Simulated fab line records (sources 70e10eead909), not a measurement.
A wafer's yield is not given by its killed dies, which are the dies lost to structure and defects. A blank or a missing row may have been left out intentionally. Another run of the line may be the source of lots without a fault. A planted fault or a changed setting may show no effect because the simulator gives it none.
fab line records -- flow nand-harc -- part 1 of 2: steps 1 to 3 of 6
record: lots: 22, wafers: 66, last-day: 32
route steps=1302 shown A_STAIRCASE@784
lots that met no fault: from a run of the same line without faults
start-h: hours from the record's first day to the start of the lot's first wafer shown -- wait-h: time in hours since the lot's previous step -- " unchanged from the row above -- L1.1+2: one row covering several wafers at once -- - value missing, or start not given -- * or withheld: withheld -- < > ~ a bound
route shown NAME@n: a module of which the file shows steps, and the number in the route of the first -- usual: mean/standard deviation taken from wafers without a fault -- same: alike in all rows -- chamber/n: place in a boat -- sites: readings site by site -- _std_site: how widely they spread, as a standard deviation -- _edge_site: inner sites' mean taken away from outer sites' mean -- radius-mm: for every site, how far away it sits from the centre of the wafer -- mask NAME#n: copy n -- behind: tool/chamber where the wafer was last shaped -- hold: reason for holding the lot/hours on hold/outcome of the hold -- device: whichever transistor did not switch (one of n, p or np) -- end of line: the tests these same wafers got at the end of their route -- a step without rows: its recipe alone -- killed: count of dies lost to structure and defects at first sort (not the wafer's yield) -- map: per-die view of a wafer (x killed, . not killed, _ where there is no die)
set.NAME: the setting as run; set.NAME@STEP: as run at that earlier step -- model.NAME: the simulator's own value behind a step, which no gauge read
route steps across a sampled set of lots; one table per step, one row per wafer
services: the hour from which a tool's chamber was out of use, counted from the record's first day as start-h (under 0 if before that day), plus the number of hours and why
== steps ==
step: NHARC_A_STAIRCASE_DESCUM_270
recipe: time-s: 3, o2-flow-sccm: 200, ar-flow-sccm: 0, bias-power-w: 0, chemistry: O2
usual: drypump-motor-current-A: 5.7/0.48, mfc-ar-sccm: 0.003/0.0058, oes-product-au: 1.001/0.015, rf-vpp-V: 57.8/0.87, showerhead-plenum-p-Torr: 1.95/0.088, throttle-valve-pct: 11.310/0.0078
lot.wafer,tool,chamber,start-h,wait-h,drypump-motor-current-A,mfc-ar-sccm,oes-product-au,rf-hours-counter-h,rf-vpp-V,showerhead-plenum-p-Torr,throttle-valve-pct
L074.2,rie-diel-08,2,367.76,-,6.4,0,1.005,51,58.2,1.93,11.308
L074.1,rie-diel-08,3,367.76,-,5.1,0.000,1.016,58,58.0,1.97,11.311
L074.6,rie-diel-08,2,367.76,-,6.3,0,1.022,-,57.3,1.93,11.304
L075.4,rie-diel-06,0,391.73,-,6.1,0,1.009,22,58.0,1.86,11.315
L075.1,rie-diel-06,2,391.73,-,6.4,0,0.993,27,60.3,2.07,11.308
L075.5,rie-diel-06,3,391.73,-,6.2,0.008,0.998,-,56.9,1.86,11.324
L076.1,rie-diel-08,1,393.63,-,5.5,0,1.009,6,56.9,1.93,11.301
L076.4,rie-diel-08,3,393.63,-,5.1,0.000,0.997,6,57.3,1.96,11.312
L076.5,rie-diel-08,0,393.63,-,6.1,0,1.010,-,56.7,2.07,11.309
L077.2,rie-diel-10,2,395.61,-,5.1,0.015,1.007,44,57.1,2.06,11.310
L077.4,rie-diel-10,0,395.61,-,5.0,0.000,0.993,47,59.0,2.06,11.308
L077.5,rie-diel-10,2,395.61,-,5.1,0.015,1.011,-,58.7,2.06,11.312
L078.1,rie-diel-08,2,408.63,-,6.4,0,1.025,10,57.9,1.92,11.312
L078.2,rie-diel-08,3,408.63,-,5.1,0.000,0.998,10,57.3,1.96,11.326
L078.6,rie-diel-08,3,408.63,-,5.1,0.000,0.999,-,57.9,1.96,11.323
L080.2,rie-diel-08,0,429.01,-,6.0,0,1.007,20,59.3,2.07,11.311
L080.1,rie-diel-08,3,429.01,-,5.1,0.000,0.994,19,57.8,1.96,11.308
L080.6,rie-diel-08,1,429.01,-,5.5,0,1.013,-,57.9,1.93,11.302
L081.4,rie-diel-10,1,440.23,-,5.5,0,0.984,2,59.2,2.04,11.333
L081.1,rie-diel-10,2,440.23,-,5.1,0.015,1.007,2,59.1,2.06,11.302
L081.5,rie-diel-10,0,440.23,-,5.0,0.000,1.000,-,57.2,2.06,11.317
L083.3,rie-diel-08,3,464.39,-,5.1,0.000,0.976,33,55.7,1.95,11.313
L083.4,rie-diel-08,1,464.39,-,5.5,0,0.998,29,57.9,1.92,11.315
L083.6,rie-diel-08,3,464.39,-,5.1,0.000,0.980,-,57.9,1.95,11.304
L084.1,rie-diel-06,3,474.72,-,6.3,0.008,0.993,60,58.6,1.85,11.330
L084.4,rie-diel-06,0,474.72,-,6.1,0,1.002,-,58.4,1.86,11.309
L084.5,rie-diel-06,3,474.72,-,6.2,0.008,1.001,-,57.0,1.85,11.311
L085.2,rie-diel-10,3,486.09,-,5.7,0,0.990,18,57.1,1.93,11.294
L085.3,rie-diel-10,1,486.09,-,5.5,0,1.005,11,59.0,2.03,11.318
L085.6,rie-diel-10,0,486.09,-,5.0,0.000,0.996,-,57.6,2.05,11.313
L087.1,rie-diel-08,0,492.32,-,6.0,0,1.021,39,57.8,2.06,11.296
L087.3,rie-diel-08,1,492.32,-,5.5,0,1.005,39,58.7,1.92,11.311
L087.2,rie-diel-08,2,492.32,-,6.3,0,1.021,39,57.9,1.91,11.308
L086.3,rie-diel-06,2,493.67,-,6.4,0,0.979,0,59.3,2.06,11.313
L086.1,rie-diel-06,0,493.67,-,6.2,0,1.010,0,58.1,1.85,11.304
L086.4,rie-diel-06,1,493.67,-,5.6,0.015,1.029,0,57.4,1.81,11.307
L088.2,rie-diel-10,1,525.98,-,5.5,0,1.004,14,57.0,2.03,11.311
L088.5,rie-diel-10,1,525.98,-,5.5,0,0.992,-,57.7,2.03,11.302
L088.6,rie-diel-10,2,525.98,-,5.1,0.015,1.005,-,57.7,2.05,11.307
L089.4,rie-diel-06,1,529.83,-,5.5,0.015,1.029,18,56.7,1.81,11.316
L089.2,rie-diel-06,0,529.83,-,6.1,0,0.997,20,56.9,1.85,11.318
L089.5,rie-diel-06,2,529.83,-,6.3,0,0.996,-,57.4,2.05,11.309
L091.3,rie-diel-10,2,531.54,-,5.1,0.015,0.995,21,57.7,2.05,11.308
L091.4,rie-diel-10,0,531.54,-,5.0,0.000,0.992,22,57.9,2.05,11.302
L091.2,rie-diel-10,1,531.54,-,5.6,0,0.999,15,59.2,2.03,11.312
L090.4,rie-diel-06,3,533.45,-,6.2,0.008,0.977,19,58.5,1.84,11.311
L090.2,rie-diel-06,2,533.45,-,6.3,0,0.994,16,58.0,2.05,11.313
L090.5,rie-diel-06,0,533.45,-,6.1,0,1.004,-,59.4,1.85,11.308
L092.4,rie-diel-10,2,552.50,-,5.1,0.015,1.003,31,57.2,2.05,11.316
L092.2,rie-diel-10,3,552.50,-,5.8,0,0.989,32,58.0,1.92,11.311
L092.6,rie-diel-10,1,552.50,-,5.5,0,1.010,-,58.0,2.03,11.319
L093.2,rie-diel-08,1,554.50,-,5.5,0,0.983,0,58.1,1.91,11.315
L093.1,rie-diel-08,3,554.50,-,5.1,0.000,1.001,0,58.9,1.94,11.301
L093.5,rie-diel-08,1,554.50,-,5.5,0,0.986,-,57.5,1.91,11.302
L094.1,rie-diel-06,3,565.16,-,6.2,0.008,0.983,30,56.4,1.84,11.291
L094.3,rie-diel-06,0,565.16,-,6.1,0,0.992,36,57.2,1.84,11.306
L094.2,rie-diel-06,2,565.16,-,6.4,0,0.992,28,58.2,2.05,11.308
L095.1,rie-diel-10,1,576.00,-,5.5,0,0.986,35,57.6,2.03,11.298
L095.2,rie-diel-10,3,576.00,-,5.8,0,0.985,39,58.4,1.92,11.312
L095.6,rie-diel-10,2,576.00,-,5.1,0.015,1.006,-,57.8,2.05,11.306
L096.1,rie-diel-10,2,585.23,-,5.1,0.015,1.004,44,58.8,2.04,11.312
L096.4,rie-diel-10,0,585.23,-,5.0,0.000,1.000,41,57.0,2.04,11.314
L096.6,rie-diel-10,1,585.23,-,5.5,0,0.979,-,57.2,2.02,11.315
L097.3,rie-diel-06,0,589.96,-,6.1,0,1.001,44,57.8,1.84,11.313
L097.1,rie-diel-06,1,589.96,-,5.6,0.015,1.038,40,58.0,1.80,11.318
L097.5,rie-diel-06,1,589.96,-,5.5,0.015,1.031,-,57.0,1.80,11.305
step: NHARC_A_STAIRCASE_ETCH_271
recipe: cf4-flow-sccm: 100, chf3-flow-sccm: 30, ar-flow-sccm: 0, rf-w: 500, bias-w: 200, chemistry: CF4/CHF3
usual: cf4-flow-sccm: 99.99/0.29, drypump-motor-current-A: 5.7/0.47, mfc-ar-sccm: 0.003/0.0057, oes-product-au: 0.953/0.027, rf-vpp-V: 371.8/2.3, showerhead-plenum-p-Torr: 1.61/0.068, throttle-valve-pct: 16.802/0.0084
lot.wafer,tool,chamber,start-h,wait-h,cf4-flow-sccm,drypump-motor-current-A,mfc-ar-sccm,oes-product-au,rf-hours-counter-h,rf-vpp-V,showerhead-plenum-p-Torr,throttle-valve-pct
L074.1,rie-diel-10,1,367.92,0.1,99.89,5.5,0,1.011,38,374.6,1.67,16.797
L074.2,rie-diel-10,2,367.92,0.1,99.65,5.1,0.015,1.018,32,374.3,1.69,16.811
L074.6,rie-diel-10,3,367.92,0.1,99.51,5.8,0,0.995,-,370.7,1.59,16.814
L075.1,rie-diel-06,1,391.80,0.1,100.00,5.6,0.015,0.923,21,368.1,1.50,16.810
L075.4,rie-diel-06,0,391.80,0.1,99.56,6.1,0,0.944,22,370.4,1.54,16.803
L075.5,rie-diel-06,2,391.80,0.1,100.03,6.3,0,0.933,-,373.4,1.69,16.804
L076.1,rie-diel-08,0,393.71,0.1,99.81,6.0,0,0.964,6,374.3,1.70,16.791
L076.4,rie-diel-08,3,393.71,0.1,99.91,5.1,0.000,0.971,6,370.9,1.61,16.801
L076.5,rie-diel-08,0,393.71,0.1,100.11,6.1,0,0.963,-,375.5,1.70,16.800
L077.2,rie-diel-10,0,395.71,0.1,99.58,5.0,0.000,0.988,47,374.8,1.69,16.816
L077.4,rie-diel-10,1,395.71,0.1,100.16,5.6,0,0.962,50,375.0,1.67,16.799
L077.5,rie-diel-10,3,395.71,0.1,100.06,5.8,0,0.968,-,370.0,1.59,16.803
L078.2,rie-diel-08,2,408.72,0.1,100.10,6.3,0,0.948,10,371.2,1.58,16.795
L078.1,rie-diel-08,0,408.72,0.1,99.76,6.0,0,0.931,9,374.6,1.70,16.819
L078.6,rie-diel-08,2,408.72,0.1,99.95,6.3,0,0.945,-,369.9,1.58,16.798
L080.1,rie-diel-08,2,429.11,0.1,100.20,6.3,0,0.939,17,369.9,1.58,16.796
L080.2,rie-diel-08,3,429.11,0.1,99.91,5.1,0.000,0.915,19,371.4,1.61,16.796
L080.6,rie-diel-08,1,429.11,0.1,99.72,5.5,0,0.941,-,371.8,1.58,16.803
L081.1,rie-diel-10,3,440.31,0.1,99.46,5.7,0,0.950,2,370.7,1.59,16.797
L081.4,rie-diel-10,0,440.31,0.1,100.35,5.0,0.000,0.955,2,373.8,1.69,16.801
L081.5,rie-diel-10,3,440.31,0.1,99.95,5.7,0,0.946,-,371.4,1.59,16.815
L083.4,rie-diel-08,3,464.49,0.1,100.37,5.1,0.000,0.936,33,371.1,1.60,16.793
L083.3,rie-diel-08,0,464.49,0.1,100.12,6.1,0,0.998,30,374.5,1.69,16.775
L083.6,rie-diel-08,2,464.49,0.1,100.41,6.3,0,0.966,-,371.4,1.58,16.806
L084.1,rie-diel-06,3,474.80,0.1,100.07,6.2,0.008,0.969,60,369.5,1.52,16.806
L084.5,rie-diel-06,3,474.80,0.1,99.93,6.2,0.008,0.960,-,368.9,1.52,16.801
L084.4,rie-diel-06,0,474.80,0.1,100.26,6.1,0,0.966,-,369.4,1.53,16.813
L085.2,rie-diel-10,0,486.49,0.4,100.05,5.0,0.000,0.948,18,375.2,1.68,16.810
L085.3,rie-diel-10,2,486.49,0.4,99.65,5.1,0.015,0.965,17,375.0,1.68,16.799
L085.6,rie-diel-10,0,486.49,0.4,100.45,5.0,0.000,0.948,-,373.0,1.68,16.798
L087.2,rie-diel-08,3,492.40,0.1,99.42,5.1,0.000,0.923,40,371.6,1.60,16.799
L087.1,rie-diel-08,0,492.40,0.1,99.81,6.0,0,0.944,39,374.7,1.69,16.819
L087.3,rie-diel-08,1,492.40,0.1,100.41,5.5,0,0.928,39,370.0,1.58,16.792
L086.3,rie-diel-06,3,493.76,0.1,99.34,6.2,0.008,0.947,0,370.0,1.52,16.813
L086.1,rie-diel-06,0,493.76,0.1,100.27,6.2,0,0.974,0,367.8,1.53,16.810
L086.4,rie-diel-06,1,493.76,0.1,99.54,5.5,0.015,0.989,0,368.3,1.50,16.802
L088.2,rie-diel-10,2,526.09,0.1,99.89,5.1,0.015,0.961,20,375.4,1.68,16.811
L088.6,rie-diel-10,0,526.09,0.1,100.50,5.0,0.000,0.980,-,374.7,1.68,16.803
L088.5,rie-diel-10,1,526.09,0.1,100.02,5.5,0,0.967,-,373.7,1.67,16.806
L089.4,rie-diel-06,0,529.93,0.1,99.77,6.1,0,0.985,20,369.9,1.52,16.801
L089.2,rie-diel-06,1,529.93,0.1,99.73,5.5,0.015,0.983,18,366.6,1.49,16.805
L089.5,rie-diel-06,3,529.93,0.1,100.13,6.2,0.008,0.964,-,371.0,1.52,16.801
L091.4,rie-diel-10,0,531.62,0.1,99.94,5.0,0.000,0.965,22,374.3,1.68,16.801
L091.2,rie-diel-10,1,531.62,0.1,99.76,5.5,0,0.969,15,372.5,1.67,16.813
L091.3,rie-diel-10,2,531.62,0.1,100.33,5.1,0.015,0.956,21,373.6,1.68,16.816
L090.2,rie-diel-06,2,533.54,0.1,100.51,6.4,0,0.967,16,374.6,1.68,16.806
L090.4,rie-diel-06,1,533.54,0.1,100.24,5.5,0.015,0.995,18,367.4,1.49,16.811
L090.5,rie-diel-06,3,533.54,0.1,99.80,6.2,0.008,0.933,-,369.7,1.52,16.793
L092.2,rie-diel-10,0,552.58,0.1,100.03,5.0,0.000,0.918,31,374.7,1.68,16.810
L092.4,rie-diel-10,2,552.58,0.1,99.77,5.1,0.015,0.921,31,373.5,1.68,16.796
L092.6,rie-diel-10,0,552.58,0.1,99.56,5.0,0.000,0.918,-,374.2,1.68,16.815
L093.1,rie-diel-08,2,554.60,0.1,99.91,6.4,0,0.950,0,370.7,1.57,16.800
L093.2,rie-diel-08,0,554.60,0.1,100.55,6.1,0,0.965,0,374.3,1.68,16.802
L093.5,rie-diel-08,2,554.60,0.1,99.86,6.3,0,0.951,-,369.9,1.57,16.795
L094.2,rie-diel-06,0,565.24,0.1,100.49,6.1,0,0.959,36,368.5,1.52,16.801
L094.3,rie-diel-06,1,565.24,0.1,99.79,5.6,0.015,1.009,31,367.7,1.49,16.812
L094.1,rie-diel-06,3,565.24,0.1,99.90,6.2,0.008,0.941,30,367.7,1.52,16.798
L095.1,rie-diel-10,1,576.09,0.1,99.84,5.5,0,0.913,35,372.8,1.66,16.795
L095.2,rie-diel-10,0,576.09,0.1,99.86,5.0,0.000,0.922,38,373.2,1.68,16.796
L095.6,rie-diel-10,1,576.09,0.1,99.96,5.6,0,0.921,-,374.5,1.66,16.782
L096.4,rie-diel-10,1,585.31,0.1,100.23,5.5,0,0.914,37,374.2,1.66,16.803
L096.1,rie-diel-10,2,585.31,0.1,99.84,5.1,0.015,0.920,44,372.5,1.68,16.806
L096.6,rie-diel-10,1,585.31,0.1,100.04,5.5,0,0.912,-,374.3,1.66,16.795
L097.3,rie-diel-06,1,590.14,0.2,100.20,5.5,0.015,0.964,41,367.9,1.49,16.799
L097.1,rie-diel-06,3,590.14,0.2,99.70,6.2,0.008,0.920,37,369.2,1.51,16.790
L097.5,rie-diel-06,2,590.14,0.2,100.07,6.3,0,0.927,-,373.9,1.68,16.807
step: NHARC_A_STAIRCASE_ETCH_273
recipe: target-depth-a: 1.02e+05, time-s: 2468.6, ion-energy-ev: 800, c4f8-flow-sccm: 80, o2-flow-sccm: 60, ar-flow-sccm: withheld, rf-w: 600, bias-w: 3000, chemistry: C4F8/O2/Ar
usual: oes-product-au: 0.938/0.015, rf-vpp-V: 1832/11
lot.wafer,tool,chamber,start-h,wait-h,oes-product-au,rf-hours-counter-h,rf-vpp-V
L074.2,rie-diel-06,2,-,-,0.931,18,1847
L074.1,rie-diel-06,3,-,-,0.923,18,1822
L074.6,rie-diel-06,2,-,-,0.935,-,1847
L075.4,rie-diel-06,1,-,-,0.923,21,1816
L075.1,rie-diel-06,3,-,-,0.922,29,1820
L075.5,rie-diel-06,2,-,-,0.939,-,1846
L076.1,rie-diel-08,3,-,-,0.939,6,1834
L076.4,rie-diel-08,1,-,-,0.947,6,1829
L076.5,rie-diel-08,3,-,-,0.936,-,1832
L077.2,rie-diel-10,2,-,-,0.958,44,1845
L077.4,rie-diel-10,0,-,-,0.952,48,1845
L077.5,rie-diel-10,3,-,-,0.933,-,1830
L078.2,rie-diel-08,3,-,-,0.939,11,1833
L078.1,rie-diel-08,1,-,-,0.940,9,1828
L078.6,rie-diel-08,0,-,-,0.941,-,1846
L080.2,rie-diel-08,2,-,-,0.952,18,1829
L080.1,rie-diel-08,1,-,-,0.933,19,1828
L080.6,rie-diel-08,3,-,-,0.923,-,1833
L081.1,rie-diel-10,0,-,-,0.935,2,1846
L081.4,rie-diel-10,2,-,-,0.959,3,1844
L081.5,rie-diel-10,0,-,-,0.929,-,1844
L083.4,rie-diel-08,1,-,-,0.937,29,1828
L083.3,rie-diel-08,2,-,-,0.956,32,1827
L083.6,rie-diel-08,2,-,-,0.939,-,1827
L084.1,rie-diel-06,3,-,-,0.936,60,1818
L084.5,rie-diel-06,1,-,-,0.934,-,1814
L084.4,rie-diel-06,3,-,-,0.935,-,1820
L085.2,rie-diel-10,2,-,-,0.936,17,1847
L085.3,rie-diel-10,0,-,-,0.937,18,1845
L085.6,rie-diel-10,2,-,-,0.951,-,1844
L087.2,rie-diel-08,2,-,-,0.944,40,1826
L087.3,rie-diel-08,3,-,-,0.916,40,1832
L087.1,rie-diel-08,0,-,-,0.949,40,1844
L086.1,rie-diel-06,3,-,-,0.928,0,1820
L086.4,rie-diel-06,1,-,-,0.969,0,1814
L086.3,rie-diel-06,2,-,-,0.929,0,1845
L088.2,rie-diel-10,1,-,-,0.913,14,1841
L088.5,rie-diel-10,3,-,-,0.917,-,1827
L088.6,rie-diel-10,0,-,-,0.915,-,1843
L089.4,rie-diel-06,3,-,-,0.930,18,1817
L089.2,rie-diel-06,1,-,-,0.958,18,1815
L089.5,rie-diel-06,0,-,-,0.943,-,1820
L091.2,rie-diel-10,0,-,-,0.936,22,1845
L091.4,rie-diel-10,2,-,-,0.942,22,1844
L091.3,rie-diel-10,3,-,-,0.942,23,1829
L090.2,rie-diel-06,2,-,-,0.933,16,1845
L090.4,rie-diel-06,3,-,-,0.917,19,1816
L090.5,rie-diel-06,1,-,-,0.982,-,1814
L093.2,rie-diel-08,1,-,-,0.934,1,1827
L093.1,rie-diel-08,2,-,-,0.941,1,1826
L093.5,rie-diel-08,0,-,-,0.956,-,1844
L092.4,rie-diel-10,1,-,-,0.927,29,1841
L092.2,rie-diel-10,2,-,-,0.930,35,1843
L092.6,rie-diel-10,2,-,-,0.934,-,1843
L094.3,rie-diel-06,1,-,-,0.950,32,1812
L094.2,rie-diel-06,2,-,-,0.930,28,1844
L094.1,rie-diel-06,3,-,-,0.920,31,1816
L095.2,rie-diel-10,3,-,-,0.920,40,1829
L095.1,rie-diel-10,0,-,-,0.937,38,1843
L095.6,rie-diel-10,0,-,-,0.919,-,1845
L096.4,rie-diel-10,1,-,-,0.915,37,1842
L096.1,rie-diel-10,2,-,-,0.929,44,1844
L096.6,rie-diel-10,3,-,-,0.900,-,1828
L097.1,rie-diel-06,2,-,-,0.935,36,1843
L097.3,rie-diel-06,0,-,-,0.924,45,1816
L097.5,rie-diel-06,2,-,-,0.930,-,1844
